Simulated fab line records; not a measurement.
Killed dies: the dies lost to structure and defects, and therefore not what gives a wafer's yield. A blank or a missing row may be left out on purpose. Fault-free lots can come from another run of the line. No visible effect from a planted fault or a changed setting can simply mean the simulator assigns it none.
Split-lot study :: flow n5-finfet :: on a route of 1938 steps: 7 lots, 21 wafers read

ABOUT THE SPLIT
At N5_BEOL_M0_SAQP_CUT_ETCH_46 (etches SOC in N2/H2, target depth 135 nm, overetch 27 nm, time 202.5 s), the setting time-s was moved away from the recipe's 202.5 s on 7 of the 21 wafers read, by -13.1% to +19.6%. All remaining wafers had this setting at the recipe value.

The reading is taken at the split's own step.

THE READING
BEOL_M0_SAQP.cd-nm (the simulator's own value, which no gauge read), in nm, at N5_BEOL_M0_SAQP_CUT_ETCH_46 (etches SOC in N2/H2, target depth 135 nm, overetch 27 nm, time 202.5 s). No usual value for it is given in the file. Average 30.0 nm, standard deviation 0.27 nm, over the 14 wafers here run with the recipe.

wafer: L075.1
tool, chamber at the split: rie-diel-04, 3
time-s as run, s: 223.7
against the recipe: +10.5%
BEOL_M0_SAQP.cd-nm, nm: 30.8
against lot-mates on the recipe: +0.6

wafer: L075.4
tool, chamber at the split: rie-diel-04, 0
time-s as run, s: 202.5
against the recipe: recipe
BEOL_M0_SAQP.cd-nm, nm: 30.2
against lot-mates on the recipe: -

wafer: L075.6
tool, chamber at the split: rie-diel-04, 3
time-s as run, s: 202.5
against the recipe: recipe
BEOL_M0_SAQP.cd-nm, nm: 30.2
against lot-mates on the recipe: -

wafer: L076.1
tool, chamber at the split: rie-diel-02, 3
time-s as run, s: 202.5
against the recipe: recipe
BEOL_M0_SAQP.cd-nm, nm: 29.4
against lot-mates on the recipe: -

wafer: L076.4
tool, chamber at the split: rie-diel-02, 1
time-s as run, s: 202.5
against the recipe: recipe
BEOL_M0_SAQP.cd-nm, nm: 30.2
against lot-mates on the recipe: -

wafer: L076.6
tool, chamber at the split: rie-diel-02, 2
time-s as run, s: 235.5
against the recipe: +16.3%
BEOL_M0_SAQP.cd-nm, nm: 30.6
against lot-mates on the recipe: +0.8

wafer: L078.1
tool, chamber at the split: rie-diel-04, 1
time-s as run, s: 202.5
against the recipe: recipe
BEOL_M0_SAQP.cd-nm, nm: 30
against lot-mates on the recipe: -

wafer: L078.2
tool, chamber at the split: rie-diel-04, 2
time-s as run, s: 202.5
against the recipe: recipe
BEOL_M0_SAQP.cd-nm, nm: 30
against lot-mates on the recipe: -

wafer: L078.6
tool, chamber at the split: rie-diel-04, 1
time-s as run, s: 223.7
against the recipe: +10.5%
BEOL_M0_SAQP.cd-nm, nm: 30.6
against lot-mates on the recipe: +0.6

wafer: L085.1
tool, chamber at the split: rie-diel-03, 0
time-s as run, s: 202.5
against the recipe: recipe
BEOL_M0_SAQP.cd-nm, nm: 30.2
against lot-mates on the recipe: -

wafer: L085.4
tool, chamber at the split: rie-diel-03, 1
time-s as run, s: 202.5
against the recipe: recipe
BEOL_M0_SAQP.cd-nm, nm: 30
against lot-mates on the recipe: -

wafer: L085.5
tool, chamber at the split: rie-diel-03, 3
time-s as run, s: 242.2
against the recipe: +19.6%
BEOL_M0_SAQP.cd-nm, nm: 31
against lot-mates on the recipe: +0.9

wafer: L089.3
tool, chamber at the split: rie-diel-04, 0
time-s as run, s: 202.5
against the recipe: recipe
BEOL_M0_SAQP.cd-nm, nm: 30
against lot-mates on the recipe: -

wafer: L089.5
tool, chamber at the split: rie-diel-04, 1
time-s as run, s: 214.9
against the recipe: +6.1%
BEOL_M0_SAQP.cd-nm, nm: 30.4
against lot-mates on the recipe: +0.5

wafer: L089.6
tool, chamber at the split: rie-diel-04, 2
time-s as run, s: 202.5
against the recipe: recipe
BEOL_M0_SAQP.cd-nm, nm: 29.8
against lot-mates on the recipe: -

wafer: L093.4
tool, chamber at the split: rie-diel-02, 2
time-s as run, s: 202.5
against the recipe: recipe
BEOL_M0_SAQP.cd-nm, nm: 29.6
against lot-mates on the recipe: -

wafer: L093.5
tool, chamber at the split: rie-diel-02, 2
time-s as run, s: 202.5
against the recipe: recipe
BEOL_M0_SAQP.cd-nm, nm: 29.6
against lot-mates on the recipe: -

wafer: L093.6
tool, chamber at the split: rie-diel-02, 1
time-s as run, s: 202.5
against the recipe: recipe
BEOL_M0_SAQP.cd-nm, nm: 30
against lot-mates on the recipe: -

wafer: L097.3
tool, chamber at the split: rie-diel-04, 2
time-s as run, s: 202.5
against the recipe: recipe
BEOL_M0_SAQP.cd-nm, nm: 30.4
against lot-mates on the recipe: -

wafer: L097.5
tool, chamber at the split: rie-diel-04, 3
time-s as run, s: 176
against the recipe: -13.1%
BEOL_M0_SAQP.cd-nm, nm: 29.8
against lot-mates on the recipe: -0.6

wafer: L097.6
tool, chamber at the split: rie-diel-04, 2
time-s as run, s: 176
against the recipe: -13.1%
BEOL_M0_SAQP.cd-nm, nm: 29.8
against lot-mates on the recipe: -0.6

FIT RESULTS
A straight line over all 21 wafers: BEOL_M0_SAQP.cd-nm changes by +0.0398 nm for each +1% of time-s; r = +0.75; the points scatter about the line by 0.28 nm.
The same after taking each lot's own level away (the mean of its wafers on the recipe; 21 wafers): +0.0491 nm for each +1%; r = +0.92; scatter 0.17 nm.
Per that fit: largest time-s move, reading shift of 0.96 nm.
The span of the lots' own levels, 29.73 to 30.40 nm, comes to 2.5 times the standard deviation stated above.
So the lot-to-lot level blurs the effect unless lot-mates are compared.
Check: +1.02 nm against its lot-mates is what the line predicts for one of the wafers moved furthest among these (+19.6%) when that wafer is left out of the fit. Against them it came out at +0.9 nm.

ADDITIONAL SPLITS CARRIED BY THESE WAFERS
Note: prior to the reading, these wafers also went through further splits. Each is held against what the fit with the lots' levels taken away leaves over:
other split on the same wafers: N5_SD_EPI_P_EPI_21 time-s
wafers away from the commonest value: 7
r with BEOL_M0_SAQP.cd-nm (lot level and that fit taken away): -0.10

other split on the same wafers: N5_HKMG_FIN_CVD_62 temp-c
wafers away from the commonest value: 10
r with BEOL_M0_SAQP.cd-nm (lot level and that fit taken away): -0.10

other split on the same wafers: N5_HKMG_FIN_ETCH_86 target-depth-a
wafers away from the commonest value: 8
r with BEOL_M0_SAQP.cd-nm (lot level and that fit taken away): -0.12

other split on the same wafers: N5_MOL_CONTACT_COAG_ETCH_105 bias-w
wafers away from the commonest value: 6
r with BEOL_M0_SAQP.cd-nm (lot level and that fit taken away): -0.19

other split on the same wafers: N5_MOL_CONTACT_COAG_CONTACT_ETCH_14 source-w
wafers away from the commonest value: 10
r with BEOL_M0_SAQP.cd-nm (lot level and that fit taken away): -0.08

other split on the same wafers: N5_MOL_CONTACT_COAG_COAT_76 spin-rpm
wafers away from the commonest value: 5
r with BEOL_M0_SAQP.cd-nm (lot level and that fit taken away): -0.04

other split on the same wafers: N5_BEOL_M0_SAQP_PECVD_96 time-s
wafers away from the commonest value: 10
r with BEOL_M0_SAQP.cd-nm (lot level and that fit taken away): +0.18

THE WHOLE CHAIN: every reading that the file lists as answering this split, in the file's order
step: N5_BEOL_M0_SAQP_CUT_ETCH_46
what it does: etches SOC in N2/H2, target depth 135 nm, overetch 27 nm, time 202.5 s
reading: SiARC_of_BEOL_M0_SAQP_COAT_72.thk-nm (the simulator's own value, which no gauge read)
change (the file's fit): -0.102 nm for each +1% of the setting
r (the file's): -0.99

step: N5_BEOL_M0_SAQP_CUT_ETCH_46
what it does: etches SOC in N2/H2, target depth 135 nm, overetch 27 nm, time 202.5 s
reading: BEOL_M0_SAQP.cd-nm (the simulator's own value, which no gauge read)
change (the file's fit): +0.0502 nm for each +1% of the setting
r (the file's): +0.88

FILE'S OWN FIT
BEOL_M0_SAQP.cd-nm changes by +0.0502 nm for each +1% of time-s, r = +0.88.
